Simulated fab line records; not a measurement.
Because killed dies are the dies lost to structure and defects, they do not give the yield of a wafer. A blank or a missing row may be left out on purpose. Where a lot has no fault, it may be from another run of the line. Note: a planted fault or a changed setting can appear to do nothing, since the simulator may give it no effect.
Comparing a struck lot with a sound one    flow n5_finfet    16 out of 1938 route steps
Sound: these wafers, L351.1, L351.3, L351.6. Wafers L345.2, L345.3, L345.6 were the ones struck. The cause is given at the end.
Each step with rows lists, per side, the tool, then ch with its chambers, then its first start. Under that, the readings that differ: sound wafers    struck wafers    difference of the means    sigmas: that difference in standard deviations of wafers without a fault.
alike: words and numbers the same on both sides, and readings whose means are apart by under 2 such deviations; not compared: readings that were withheld, readings missing a value for some wafer, numbers with overlapping values and no deviation given by the record, and bounds like >300 which may hide the same value.
Wherever a step has rows on one side only, a row that says differs or no value, or a row with sigmas, the two part there. Non-overlapping numbers with no deviation appear without sigmas and do not part them. A reading missing from all wafers of one side parts the sides only when that side holds two or more wafers.

N5_BEOL_M3_SPUTTER_79: material Cu, target thk 4.5 nm, time 8.29 s.
  sound: pvd_sputter-02 at day 11 11:23; struck: pvd_sputter-03 at day 10 08:11
  alike: chamber_pressure_pa, chuck_gas_flow_sccm, throttle_valve_pct
N5_BEOL_M3_ANNEAL_80: time 240 s.
  sound: pvd_sputter-02 at day 11 11:28; struck: pvd_sputter-03 at day 10 08:16
  alike: heater_power_w
then, 4 steps without rows for these wafers: N5_BEOL_M3_SPUTTER_81 (material Cu, target thk 4.5 nm, time 8.29 s); N5_BEOL_M3_ANNEAL_82 (time 240 s); N5_BEOL_M3_SPUTTER_86 (material Cu, target thk 4.5 nm, time 8.29 s); N5_BEOL_M3_ANNEAL_87 (time 240 s).
N5_BEOL_M3_SPUTTER_88: material Cu, target thk 4.5 nm, time 8.29 s.
  sound: pvd_sputter-02 at day 11 12:03; struck: pvd_sputter-03 at day 10 08:50
  alike: chamber_pressure_pa, chuck_gas_flow_sccm, throttle_valve_pct
then, 3 steps without rows for these wafers: N5_BEOL_M3_ANNEAL_89 (time 240 s); N5_BEOL_M3_SPUTTER_90 (material Cu, target thk 4.5 nm, time 8.29 s); N5_BEOL_M3_ANNEAL_91 (time 240 s).
N5_BEOL_M3_SPUTTER_92: material Cu, target thk 4.5 nm, time 8.29 s.
  sound: pvd_sputter-02 at day 11 12:29; struck: pvd_sputter-03 at day 10 09:17
  alike: chamber_pressure_pa, chuck_gas_flow_sccm, throttle_valve_pct
then, 1 step without rows for these wafers: N5_BEOL_M3_ANNEAL_93 (time 240 s).
N5_BEOL_M3_SPUTTER_94: material Cu, target thk 4.5 nm, time 8.29 s.
  sound: pvd_sputter-02 at day 11 12:43; struck: pvd_sputter-03 at day 10 09:30
  no value came back on the struck wafers for chamber_pressure_pa (Pa), chuck_gas_flow_sccm (sccm), throttle_valve_pct (%); on the sound wafers chamber_pressure_pa (Pa) reads 0.06987 0.06999 0.07006
N5_BEOL_M3_ANNEAL_95: time 240 s.
  sound: pvd_sputter-02 at day 11 12:47; struck: pvd_sputter-03 at day 10 09:35
  alike: heater_power_w
N5_BEOL_M4_RC_MEAS_101:
  sound on prober-01 ch 0, day 12 02:46; struck on prober-02 ch 0, day 10 19:23
  alike: DIBL_N, DIBL_P, IOFF_N, IOFF_P, ION_N, ION_P, SS_N, SS_P, VT_N, VT_P
-- record jumps: 4 days separate the struck wafers' starts on either side; left off in module BEOL_M4, taken up again in module PASSIVATION, whose first shown step is the route's number 1936 --
N5_PASSIVATION_PROBE_49:
  sound: prober-02 at day 16 11:40; struck: prober-02 at day 14 22:28
  alike: defect_limited_yield, killed_at_M0_to_M3, killed_at_M4_up, killed_at_contacts, killed_at_front_end, killed_at_other, killed_dies, killed_open, killed_short, sort_bin_4_leakage, sort_bin_5_function, sort_bin_6_memory, sort_bin_8_speed, sort_n_pass, sort_yield_pct

== WHERE THEY PART ==
Only at N5_BEOL_M3_SPUTTER_94, within this record. Later steps at which nothing parts them and some readings are alike: N5_BEOL_M3_ANNEAL_95, N5_BEOL_M4_RC_MEAS_101, N5_PASSIVATION_PROBE_49.

WHY: whatever the simulator had introduced
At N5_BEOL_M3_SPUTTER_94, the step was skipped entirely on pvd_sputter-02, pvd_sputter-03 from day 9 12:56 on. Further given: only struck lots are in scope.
